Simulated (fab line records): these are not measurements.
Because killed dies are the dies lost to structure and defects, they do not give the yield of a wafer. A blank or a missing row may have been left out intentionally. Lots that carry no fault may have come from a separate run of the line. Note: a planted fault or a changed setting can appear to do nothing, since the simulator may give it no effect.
Which tool was responsible?    flow nandHarc    Sampling: 13 lots, 39 wafers, 6 of 1302 route steps

## WHAT THE GAUGES READ, wafer by wafer
NHARC_A_ZERO_WELL_CD_MEAS_10 targets a cd of 2000 nm. Usual: cdNm at 2000.3 nm, with a standard deviation of 1.7.
lot   measured      on        cdNm (nm)             flag
L349  day 6 22:16   cdSem-02  1999.0 2001.3 2004.4  
L350  day 7 03:14   cdSem-01  2002.2 2002.8 2001.4  
L353  day 8 16:49   cdSem-03  1998.9 1998.4 1997.1  
L354  day 8 20:06   cdSem-03  1999.1 1998.1 1996.2  
L355  day 9 07:55   cdSem-03  2000.0 1998.8 1999.3  
L356  day 9 15:49   cdSem-03  2002.0 2001.4 2003.0  
L363  day 12 20:32  cdSem-02  1999.4 1999.7 2001.3  
L365  day 13 19:34  cdSem-01  2000.6 2001.5 2001.6  
L366  day 13 22:10  cdSem-02  1996.9 1998.2 1999.4  
L368  day 14 23:48  cdSem-01  2001.8 1999.7 2002.1  
L369  day 15 10:47  cdSem-02  1998.0 1999.8 1999.5  
L371  day 15 20:33  cdSem-03  2001.2 2001.0 2003.1  
L372  day 16 10:28  cdSem-02  2001.6 2001.8 2002.6  

NHARC_A_ONON_D1_THK_MEAS_02: measures by ellipsometry. Usual: thkNm at 999 nm, with a standard deviation of 9.6.
lot   measured      on            thkNm (nm)      flag
L349  day 7 20:16   filmMetro-01  997 999 998     
L350  day 8 03:30   filmMetro-02  971 969 971     
L353  day 9 20:22   filmMetro-02  1011 1010 1011  
L354  day 9 20:22   filmMetro-01  1005 1004 1004  
L355  day 10 06:50  filmMetro-01  446 445 446     OFF
L356  day 10 14:19  filmMetro-02  441 438 440     OFF
L363  day 13 17:02  filmMetro-01  1004 1003 1003  
L365  day 14 17:54  filmMetro-01  983 984 982     
L366  day 14 17:55  filmMetro-02  1010 1010 1010  
L368  day 16 00:17  filmMetro-01  991 990 988     
L369  day 16 07:53  filmMetro-01  998 998 1000    
L371  day 16 18:45  filmMetro-01  1009 1009 1008  
L372  day 17 14:19  filmMetro-01  998 1002 1000   

NHARC_END_SORT_01. Usual: killedAtArray 46, standard deviation 15; killedAtOther 0.8, standard deviation 1.1; killedAtPeriphery 4.0, standard deviation 2.9; killedDies 50, standard deviation 15; killedOpen 3.2, standard deviation 1.8; killedShort 2.3, standard deviation 1.6.
lot   measured      on         killedAtArray  killedAtOther  killedAtPeriphery  killedDies   killedOpen  killedShort  flag
L355  day 27 00:16  prober-02  677 670 675    0 0 0          0 7 2              677 677 677  2 1 1       2 1 2        OFF
L356  day 27 00:12  prober-01  660 665 669    5 4 2          12 8 6             677 677 677  5 2 3       1 2 3        OFF

## WHICH TOOL RAN EACH LOT (tool, then ch and the chambers of the sampled wafers, then the start)
lot   NHARC_P_BONDPAD_PRE_CLEAN_26            NHARC_P_BONDPAD_ANNEAL_28        NHARC_A_ONON_D1_DEP_00
L349  pvdSputter-03, day 6 20:03 or earlier   rtpAnneal-01 ch 0, day 6 20:03   pecvdOnon-01 ch 0, day 7 19:46
L350  pvdSputter-02, day 7 01:02 or earlier   rtpAnneal-01 ch 0, day 7 01:02   pecvdOnon-01 ch 0, day 8 02:59
L353  pvdSputter-01, day 8 14:46 or earlier   rtpAnneal-02 ch 0, day 8 14:46   pecvdOnon-02 ch 0, day 9 20:02
L354  pvdSputter-01, day 8 17:57 or earlier   rtpAnneal-02 ch 0, day 8 17:57   pecvdOnon-01 ch 0, day 9 19:55
L355  pvdSputter-03, day 9 05:43 or earlier   rtpAnneal-01 ch 0, day 9 05:43   pecvdOnon-01 ch 0, day 10 06:20
L356  pvdSputter-01, day 9 13:37 or earlier   rtpAnneal-01 ch 0, day 9 13:37   pecvdOnon-01 ch 0, day 10 13:49
L363  pvdSputter-03, day 12 18:16 or earlier  rtpAnneal-02 ch 0, day 12 18:16  pecvdOnon-01 ch 0, day 13 16:31
L365  pvdSputter-03, day 13 17:29 or earlier  rtpAnneal-02 ch 0, day 13 17:29  pecvdOnon-03 ch 0, day 14 17:23
L366  pvdSputter-03, day 13 19:59 or earlier  rtpAnneal-02 ch 0, day 13 19:59  pecvdOnon-01 ch 0, day 14 17:23
L368  pvdSputter-01, day 14 21:35 or earlier  rtpAnneal-01 ch 0, day 14 21:35  pecvdOnon-03 ch 0, day 15 23:46
L369  pvdSputter-02, day 15 08:37 or earlier  rtpAnneal-02 ch 0, day 15 08:37  pecvdOnon-01 ch 0, day 16 07:22
L371  pvdSputter-01, day 15 18:28 or earlier  rtpAnneal-02 ch 0, day 15 18:28  pecvdOnon-03 ch 0, day 16 18:14
L372  pvdSputter-01, day 16 08:15 or earlier  rtpAnneal-02 ch 0, day 16 08:15  pecvdOnon-01 ch 0, day 17 13:48
- NHARC_P_BONDPAD_PRE_CLEAN_26: time 30 s.
- NHARC_P_BONDPAD_ANNEAL_28: time 90 s.
- NHARC_A_ONON_D1_DEP_00: target thk 1000 nm.

## AS READ BY THE TOOLS THEMSELVES (means over the sampled wafers that have a number; for cases with no such wafer, the mark the record gives instead)
NHARC_P_BONDPAD_PRE_CLEAN_26. Usual: heaterPowerW at 397 W, with a standard deviation of 42.
lot   tool           heaterPowerW (W)  flag
L349  pvdSputter-03  383               
L350  pvdSputter-02  410               
L353  pvdSputter-01  381               
L354  pvdSputter-01  385               
L355  pvdSputter-03  372               
L356  pvdSputter-01  386               
L363  pvdSputter-03  400               
L365  pvdSputter-03  371               
L366  pvdSputter-03  444               
L368  pvdSputter-01  383               
L369  pvdSputter-02  417               
L371  pvdSputter-01  407               
L372  pvdSputter-01  387               

NHARC_P_BONDPAD_ANNEAL_28. Usual: annealTempC 225.03 C, standard deviation 0.18; annealTempCMax 225.90, standard deviation 0.21; wafer_temp_C_max 226.4, standard deviation 0.5.
lot   tool          annealTempC (C)  annealTempCMax  wafer_temp_C_max  flag
L349  rtpAnneal-01  224.84           225.76          226.5             
L350  rtpAnneal-01  225.04           225.83          226.8             
L353  rtpAnneal-02  225.01           225.95          226.0             
L354  rtpAnneal-02  225.11           225.89          226.0             
L355  rtpAnneal-01  225.04           225.78          226.4             
L356  rtpAnneal-01  225.21           226.00          226.7             
L363  rtpAnneal-02  225.19           225.96          226.0             
L365  rtpAnneal-02  225.10           226.04          226.1             
L366  rtpAnneal-02  224.91           225.75          225.7             
L368  rtpAnneal-01  224.87           225.71          226.7             
L369  rtpAnneal-02  225.11           225.98          225.8             
L371  rtpAnneal-02  224.88           225.84          226.2             
L372  rtpAnneal-02  225.11           226.04          226.0             

## THE ANSWER, worked out from the rows above alone
Rule: a lot counts as off when the mean over its wafers that have a number is more than 3 standard deviations away from the usual mean. Also off: a lot with no number at a reading for which 4 or more lots have one. The other lots that the step has rows for count as sound. After the gauges, taken in route order, come the tools' own readings; for these a lot's mean is taken, as printed above. At the first step where some lot is off, the reading lying furthest off is the one used; lots without a number count as furthest.
Off: L355, L356 (NHARC_A_ONON_D1_THK_MEAS_02, thkNm).
If a tool, at a process step before that reading, ran all the lots that are off and no sound lot after the first of them, it fits. Not tried: the gauges at NHARC_A_ONON_D1_THK_MEAS_02; whatever is off there is also off at NHARC_END_SORT_01, on other tools, and gauge error can't account for it. Because NHARC_P_BONDPAD_PRE_CLEAN_26 lacks a start for some lots, the hours and order of its lots are taken from NHARC_P_BONDPAD_ANNEAL_28. Of those tried, none fits.

## WHAT THE SIMULATOR PUT IN
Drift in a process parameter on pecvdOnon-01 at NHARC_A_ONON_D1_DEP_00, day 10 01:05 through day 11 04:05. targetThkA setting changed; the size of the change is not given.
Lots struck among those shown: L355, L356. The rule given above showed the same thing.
